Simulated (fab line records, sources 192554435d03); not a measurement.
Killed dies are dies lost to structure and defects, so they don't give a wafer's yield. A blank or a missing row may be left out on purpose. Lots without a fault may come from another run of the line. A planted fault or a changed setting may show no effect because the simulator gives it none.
Chamber matching | flow n5_finfet | N5_MOL_CONTACT_COAG_ETCH_89 on rie_diel-01: 4 sister chambers
The step etches underlayer in N2/H2, target depth 13 nm, time 10.4 s. 8 wafers are shown with their chamber, then 8 later ones without.

WAFERS WITH THEIR CHAMBER
wafer  | chamber | drypump_motor_current_A (A) | showerhead_plenum_p_Torr (Torr)
L079.6 | 0       | 6.0                         | 2.55
L080.2 | 0       | 6.0                         | 2.55
L080.3 | 1       | 6.7                         | 2.50
L080.6 | 1       | 6.7                         | 2.50
L081.1 | 3       | 6.1                         | 2.50
L081.4 | 2       | 5.1                         | 2.50
L081.6 | 3       | 6.1                         | 2.50
L089.1 | 2       | 5.2                         | 2.49

WAFERS WITHOUT THEIR CHAMBER
wafer  | drypump_motor_current_A (A) | showerhead_plenum_p_Torr (Torr)
L089.2 | 6.7                         | 2.49
L089.5 | 5.2                         | 2.49
L094.2 | 6.7                         | 2.49
L094.4 | 5.2                         | 2.49
L094.5 | 5.2                         | 2.49
L097.1 | 6.0                         | 2.54
L097.5 | 6.8                         | 2.49
L097.6 | 5.1                         | 2.49

WHICH CHAMBER EACH WENT THROUGH
wafer  | from the rows above | in truth
L089.2 | 1                   | 1
L089.5 | 2                   | 2
L094.2 | 1                   | 1
L094.4 | 2                   | 2
L094.5 | 2                   | 2
L097.1 | 0                   | 0
L097.5 | 1                   | 1
L097.6 | 2                   | 2
Placed correctly: 8 of 8. Can't be placed from these rows: 0. Placed wrongly: 0.
How it was worked out, from the rows above alone: a wafer's distance from a chamber is the root of the sum, over the readings, of the square of ((its reading less the chamber's mean) divided by the reading's scatter). The wafer belongs to the nearest chamber; if the next one is less than 2 further off, it can't be placed. A chamber's mean is the mean of its shown wafers. The scatter: the root of (the sum of the squares of (reading less its chamber's mean) over the shown wafers, divided by (wafers less chambers)).
